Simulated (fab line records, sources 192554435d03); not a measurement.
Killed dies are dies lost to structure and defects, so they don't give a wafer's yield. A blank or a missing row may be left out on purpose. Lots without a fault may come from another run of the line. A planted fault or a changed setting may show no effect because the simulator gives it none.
Which tool did it? | flow n5_finfet | 10 lots, 28 wafers sampled, at 5 steps of a route of 1938

WHAT THE GAUGES READ, wafer by wafer
N5_HKMG_FIN_OVL_MEAS_13. Usual: NWFM_OVL -0.2 nm, standard deviation 0.72.
lot  | measured    | on         | NWFM_OVL (nm)  | flag
L189 | day 4 09:10 | overlay-01 | 0.3 0.1 0.7    |
L190 | day 4 13:01 | overlay-02 | -0.4 -0.4 -0.9 |
L191 | day 4 18:09 | overlay-01 | 0.5 0.2 1.5    |
L192 | day 4 22:59 | overlay-01 | 0.2 0.4 0.0    |
L195 | day 5 19:50 | overlay-01 | 0.3 0.1 -0.2   |
L197 | day 6 07:47 | overlay-01 | -0.4 -0.7 -0.8 |
L198 | day 6 17:35 | overlay-02 | 0.6 0.6        |
L201 | day 7 10:11 | overlay-01 | -0.2 -0.2 0.9  |
L206 | day 8 13:04 | overlay-02 | 0.5 -0.5 -0.6  |
L209 | day 9 02:45 | overlay-01 | 0.2 -0.8       |

N5_HKMG_FIN_INSPECT_14: inspects for defects (macro). Usual: raw_defect_count 2.2, standard deviation 1.5.
lot  | measured    | on                | raw_defect_count | flag
L189 | day 4 09:12 | defect_inspect-02 | 0 0 5            |
L190 | day 4 13:03 | defect_inspect-01 | 2 4 2            |
L191 | day 4 18:11 | defect_inspect-01 | 4 2 5            |
L192 | day 4 23:01 | defect_inspect-01 | 0 3 0            |
L195 | day 5 19:52 | defect_inspect-02 | 2 4 2            |
L197 | day 6 07:49 | defect_inspect-01 | 4 1 0            |
L198 | day 6 17:37 | defect_inspect-01 | 4 2              |
L201 | day 7 10:13 | defect_inspect-02 | 1 0 2            |
L206 | day 8 13:05 | defect_inspect-01 | 1 3 4            |
L209 | day 9 02:46 | defect_inspect-02 | 2 1              |

N5_BEOL_M4_RC_MEAS_101. Usual: DIBL_N 36.1 mV/V, standard deviation 1.5; DIBL_P 36.1 mV/V, standard deviation 1.9; IOFF_N 0.159 nA/um, standard deviation 0.029; IOFF_P 0.21 nA/um, standard deviation 0.038; ION_N 675 uA/um, standard deviation 11; ION_P 464 uA/um, standard deviation 8.1; SS_N 71.5 mV/dec, standard deviation 0.57; SS_P 73.3 mV/dec, standard deviation 0.64; VT_N 249 mV, standard deviation 3.1; VT_P -250 mV, standard deviation 3.8.
lot  | measured     | on        | DIBL_N (mV/V)  | DIBL_P (mV/V)  | IOFF_N (nA/um)    | IOFF_P (nA/um) | ION_N (uA/um) | ION_P (uA/um) | SS_N (mV/dec)  | SS_P (mV/dec)  | VT_N (mV)   | VT_P (mV)      | flag
L189 | day 7 14:54  | prober-01 | 37.0 35.4 37.2 | 37.6 34.6 38.3 | 0.149 0.118 0.144 | 0.21 0.17 0.22 | 664 654 664   | 462 457 461   | 71.6 71.8 71.6 | 73.3 72.9 73.2 | 249 255 252 | -251 -254 -251 |
L190 | day 8 06:20  | prober-01 | 36.9 36.2 36.3 | 35.9 35.2 34.8 | 0.156 0.148 0.152 | 0.20 0.19 0.18 | 667 675 658   | 456 457 453   | 71.5 71.4 71.5 | 72.8 73.0 72.6 | 250 251 253 | -250 -252 -252 |
L191 | day 8 08:42  | prober-02 | 33.6 35.6 36.6 | 32.4 35.8 36.9 | 0.118 0.147 0.173 | 0.18 0.22 0.24 | 668 680 691   | 461 471 471   | 71.4 72.0 72.1 | 72.6 73.4 73.4 | 257 251 248 | -248 -249 -249 |
L192 | day 8 09:32  | prober-01 | 37.8 35.9 36.7 | 37.3 34.2 36.4 | 0.161 0.137 0.148 | 0.24 0.19 0.22 | 666 672 654   | 464 462 454   | 71.8 72.3 71.5 | 73.8 72.5 73.3 | 249 250 253 | -246 -249 -247 |
L195 | day 9 07:42  | prober-02 | 38.1 36.5 37.6 | 37.4 35.2 35.9 | 0.169 0.151 0.170 | 0.23 0.20 0.20 | 670 679 669   | 461 469 458   | 72.0 71.3 71.9 | 73.6 73.0 73.2 | 250 249 247 | -250 -250 -251 |
L197 | day 10 03:05 | prober-02 | 37.8 37.4 36.2 | 38.2 37.0 36.6 | 0.171 0.156 0.140 | 0.24 0.21 0.21 | 679 670 657   | 470 456 465   | 72.0 71.8 71.6 | 74.1 73.5 73.0 | 250 254 249 | -249 -249 -250 |
L198 | day 10 04:53 | prober-02 | 37.8 36.9      | 37.7 36.1      | 0.172 0.151       | 0.25 0.23      | 677 676       | 474 466       | 71.8 71.4      | 73.7 73.1      | 247 249     | -246 -247      |
L201 | day 11 05:29 | prober-01 | 33.0 36.2 33.8 | 32.4 35.5 33.0 | 0.104 0.145 0.109 | 0.15 0.18 0.15 | 660 664 668   | 446 456 453   | 70.9 71.4 71.1 | 72.5 73.0 72.2 | 255 252 256 | -254 -253 -254 |
L206 | day 12 05:31 | prober-01 | 35.6 36.9 36.6 | 37.1 37.5 37.7 | 0.150 0.166 0.169 | 0.19 0.19 0.20 | 663 676 675   | 457 460 457   | 71.3 72.4 72.3 | 73.5 73.6 73.7 | 253 248 251 | -254 -254 -254 |
L209 | day 12 17:18 | prober-01 | 37.1 36.9      | 36.9 37.2      | 0.181 0.188       | 0.26 0.28      | 688 692       | 476 481       | 72.1 71.4      | 73.8 73.1      | 245 247     | -245 -241      |

WHICH TOOL RAN EACH LOT (tool, then ch and the chambers of the sampled wafers, then the start)
lot  | N5_HKMG_FIN_ALD_71                 | N5_HKMG_FIN_ETCH_67
L189 | ald_metal-03 ch 1,2,3, day 4 11:23 | rie_diel-02 ch 0,1, day 4 11:50
L190 | ald_metal-04 ch 0,1,3, day 4 15:16 | rie_diel-01 ch 0,1,2, day 4 15:39
L191 | ald_metal-01 ch 0,1,3, day 4 20:18 | rie_diel-02 ch 0,1, day 4 20:38
L192 | ald_metal-04 ch 1,2, day 5 01:11   | rie_diel-01 ch 0,1,2, day 5 01:31
L195 | ald_metal-04 ch 2,3, day 5 22:08   | rie_diel-01 ch 0,1, day 5 22:34
L197 | ald_metal-03 ch 0,2, day 6 11:04   | rie_diel-01 ch 0,1,2, day 6 11:29
L198 | ald_metal-01 ch 0, day 6 19:42     | rie_diel-02 ch 1, day 6 20:07
L201 | ald_metal-04 ch 1,2,3, day 7 12:28 | rie_diel-02 ch 0,1,2, day 7 12:53
L206 | ald_metal-01 ch 0,1, day 8 15:12   | rie_diel-01 ch 2,3, day 8 15:32
L209 | ald_metal-04 ch 0,3, day 9 05:10   | rie_diel-02 ch 1,2, day 9 05:31
- N5_HKMG_FIN_ALD_71: deposits TiN, target thk 1 nm, pulse time 1 s, purge time 3 s.
- N5_HKMG_FIN_ETCH_67: etches SOC in N2/H2, stops on TiN, target depth 388.9 nm.

WHAT THE TOOLS THEMSELVES READ (means of the sampled wafers that have a number; where no wafer has one, the mark that the record gives instead)
N5_HKMG_FIN_ALD_71. Usual: heater_power_outer_w 554 W, standard deviation 64; heater_power_w 906 W, standard deviation 100; precursor_pulse_height_rel 1.001, standard deviation 0.018.
lot  | tool         | heater_power_outer_w (W) | heater_power_w (W) | precursor_pulse_height_rel | flag
L189 | ald_metal-03 | 603                      | 936                | 0.989                      |
L190 | ald_metal-04 | 537                      | 885                | 0.987                      |
L191 | ald_metal-01 | 497                      | 852                | 1.000                      |
L192 | ald_metal-04 | 607                      | 992                | 1.011                      |
L195 | ald_metal-04 | 541                      | 919                | 1.003                      |
L197 | ald_metal-03 | 584                      | 932                | 0.993                      |
L198 | ald_metal-01 | 501                      | 839                | 0.998                      |
L201 | ald_metal-04 | 540                      | 917                | 0.991                      |
L206 | ald_metal-01 | 495                      | 831                | 0.999                      |
L209 | ald_metal-04 | 546                      | 954                | 1.003                      |

N5_HKMG_FIN_ETCH_67. Usual: drypump_motor_current_A 5.7 A, standard deviation 0.46; oes_product_au 0.81 a.u., standard deviation 0.074; rf_vpp_V 240.7 V, standard deviation 1.3; showerhead_plenum_p_Torr 2.55 Torr, standard deviation 0.089; throttle_valve_pct 17.73 %, standard deviation 0.19.
lot  | tool        | drypump_motor_current_A (A) | oes_product_au (a.u.) | rf_vpp_V (V) | showerhead_plenum_p_Torr (Torr) | throttle_valve_pct (%) | flag
L189 | rie_diel-02 | 5.7                         | 0.91                  | 241.1        | 2.61                            | 17.44                  |
L190 | rie_diel-01 | 5.9                         | 0.72                  | 238.9        | 2.49                            | 17.91                  |
L191 | rie_diel-02 | 5.7                         | 0.90                  | 241.2        | 2.60                            | 17.44                  |
L192 | rie_diel-01 | 5.9                         | 0.72                  | 240.3        | 2.49                            | 17.91                  |
L195 | rie_diel-01 | 5.8                         | 0.72                  | 240.9        | 2.46                            | 17.97                  |
L197 | rie_diel-01 | 5.9                         | 0.71                  | 239.0        | 2.48                            | 17.94                  |
L198 | rie_diel-02 | 5.6                         | 0.85                  | 240.8        | 2.58                            | 17.45                  |
L201 | rie_diel-02 | 5.7                         | 0.84                  | 241.0        | 2.63                            | 17.58                  |
L206 | rie_diel-01 | 5.9                         | 0.88                  | 241.2        | 2.48                            | 17.65                  |
L209 | rie_diel-02 | 5.7                         | 0.81                  | 242.4        | 2.63                            | 17.62                  |

THE ANSWER, worked out from the rows above alone
Rule: a lot is off if the mean of its wafers that have a number lies more than 3 standard deviations from the usual mean. A lot without any number at a reading at which 4 lots or more have one is off too. The other lots that the step has rows for count as sound. The gauges are gone through in route order, then the tools' own readings, and for those a lot's mean is taken as printed above. The first step at which some lot is off is used, and at that step the reading that is off furthest; a lot without a number counts as furthest.
No lot is off at any reading shown: from this, nothing can be told.

WHAT THE SIMULATOR HAD PUT IN
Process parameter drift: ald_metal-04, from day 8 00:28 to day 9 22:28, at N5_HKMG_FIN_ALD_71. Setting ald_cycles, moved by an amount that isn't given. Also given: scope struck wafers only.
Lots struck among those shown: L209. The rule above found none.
